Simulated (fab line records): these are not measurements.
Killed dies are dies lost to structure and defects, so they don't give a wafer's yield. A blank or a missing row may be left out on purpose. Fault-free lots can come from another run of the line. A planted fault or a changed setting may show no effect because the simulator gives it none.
Matching of chambers || flow n5Finfet || cmp-03 running N5_SDB_CMP_30: 4 sister chambers
The step polishes, stops on poly-Si, t overpolish 1.54 s, target thk 30 nm. 8 wafers are shown with their chamber, then 7 later ones without.

## WAFERS, EACH WITH ITS CHAMBER
{"wafer": "L083.4", "chamber": 0, "motorCurrentA (A)": 11.4, "timeToEndpointS (s)": 17.3}
{"wafer": "L086.3", "chamber": 0, "motorCurrentA (A)": 11.4, "timeToEndpointS (s)": 17.5}
{"wafer": "L086.5", "chamber": 3, "motorCurrentA (A)": 12.9, "timeToEndpointS (s)": 13.8}
{"wafer": "L088.2", "chamber": 2, "motorCurrentA (A)": 9.5, "timeToEndpointS (s)": 19.3}
{"wafer": "L088.4", "chamber": 1, "motorCurrentA (A)": 12.8, "timeToEndpointS (s)": 19.7}
{"wafer": "L088.5", "chamber": 1, "motorCurrentA (A)": 12.5, "timeToEndpointS (s)": 17.5}
{"wafer": "L089.2", "chamber": 3, "motorCurrentA (A)": 12.8, "timeToEndpointS (s)": 13.5}
{"wafer": "L089.3", "chamber": 2, "motorCurrentA (A)": 8.9, "timeToEndpointS (s)": 18.7}

## WAFERS MISSING THEIR CHAMBER
{"wafer": "L089.5", "motorCurrentA (A)": 13.1, "timeToEndpointS (s)": 14.1}
{"wafer": "L091.1", "motorCurrentA (A)": 13.1, "timeToEndpointS (s)": 17.2}
{"wafer": "L091.2", "motorCurrentA (A)": 12.9, "timeToEndpointS (s)": 12.5}
{"wafer": "L091.3", "motorCurrentA (A)": 12.0, "timeToEndpointS (s)": 15.7}
{"wafer": "L094.1", "motorCurrentA (A)": 13.2, "timeToEndpointS (s)": 16.2}
{"wafer": "L094.5", "motorCurrentA (A)": 13.0, "timeToEndpointS (s)": 12.9}
{"wafer": "L094.6", "motorCurrentA (A)": 11.3, "timeToEndpointS (s)": 14.9}

## THE CHAMBER EACH PASSED THROUGH
{"wafer": "L089.5", "from the rows above": 3, "in truth": 3}
{"wafer": "L091.1", "from the rows above": "can't be placed: 1 or 3", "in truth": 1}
{"wafer": "L091.2", "from the rows above": 3, "in truth": 3}
{"wafer": "L091.3", "from the rows above": "can't be placed: 0 or 3 or 1", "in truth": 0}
{"wafer": "L094.1", "from the rows above": "can't be placed: 3 or 1", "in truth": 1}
{"wafer": "L094.5", "from the rows above": 3, "in truth": 3}
{"wafer": "L094.6", "from the rows above": 0, "in truth": 0}
Placed correctly: 4 of 7. Cannot be placed on the basis of these rows: 3; the candidates contain the true chamber in 3. Number placed wrongly: 0.
How it was worked out, from the rows above alone: a wafer's distance from a chamber is the root of the sum, over the readings, of the square of ((its reading less the chamber's mean) divided by the reading's scatter). If the next closest chamber is less than 2 further off than the closest, the wafer can't be placed; otherwise it belongs to the closest. The mean given for a chamber averages the wafers shown for that chamber. The scatter: take each reading less its chamber's mean, square it, sum over the shown wafers, divide by the number of wafers less the number of chambers, and take the root.
